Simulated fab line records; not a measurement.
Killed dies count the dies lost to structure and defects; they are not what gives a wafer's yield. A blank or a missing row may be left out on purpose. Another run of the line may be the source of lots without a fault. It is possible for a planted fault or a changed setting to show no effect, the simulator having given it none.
Matching of chambers | flow n5-finfet | N5_BEOL_M1_ETCHBACK_99 on rie-diel-02 has 4 sister chambers
The step etches SiO2 in CHF3, target depth 5 nm, time 10.4 s. 4 wafers are shown with their chamber, then 8 later ones without.

## WAFERS, EACH WITH ITS CHAMBER
wafer  | chamber | throttle-valve-pct (%)
L089.3 | 2       | 17.04
L095.1 | 0       | 17.52
L095.3 | 1       | 17.07
L092.4 | 3       | 16.76

## WAFERS WITH NO CHAMBER GIVEN
wafer  | throttle-valve-pct (%)
L092.5 | 17.07
L092.6 | 17.53
L096.1 | 17.55
L096.5 | 17.54
L096.6 | 17.08
L097.1 | 16.79
L097.3 | 17.09
L097.5 | 16.78

## EACH ONE'S CHAMBER
wafer  | from the rows above     | in truth
L092.5 | can't be placed: 1 or 2 | 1
L092.6 | 0                       | 0
L096.1 | 0                       | 0
L096.5 | 0                       | 0
L096.6 | can't be placed: 1 or 2 | 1
L097.1 | 3                       | 3
L097.3 | can't be placed: 1 or 2 | 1
L097.5 | 3                       | 3
Correct placement for 5 of the 8. Not placeable from these rows: 3 (in 3, the candidates include the true chamber). 0 placed wrongly.
How it was worked out, from the rows above alone: a wafer's distance from a chamber is the root of the sum, over the readings, of the square of ((its reading less the chamber's mean) divided by the reading's scatter). The wafer belongs to the nearest chamber; if the next one is less than 2 further off, it can't be placed. A chamber's mean is the mean of its shown wafers. The scatter: with one shown wafer a chamber, the root of the mean of the squares of how far each hidden wafer lies from its nearest shown one.
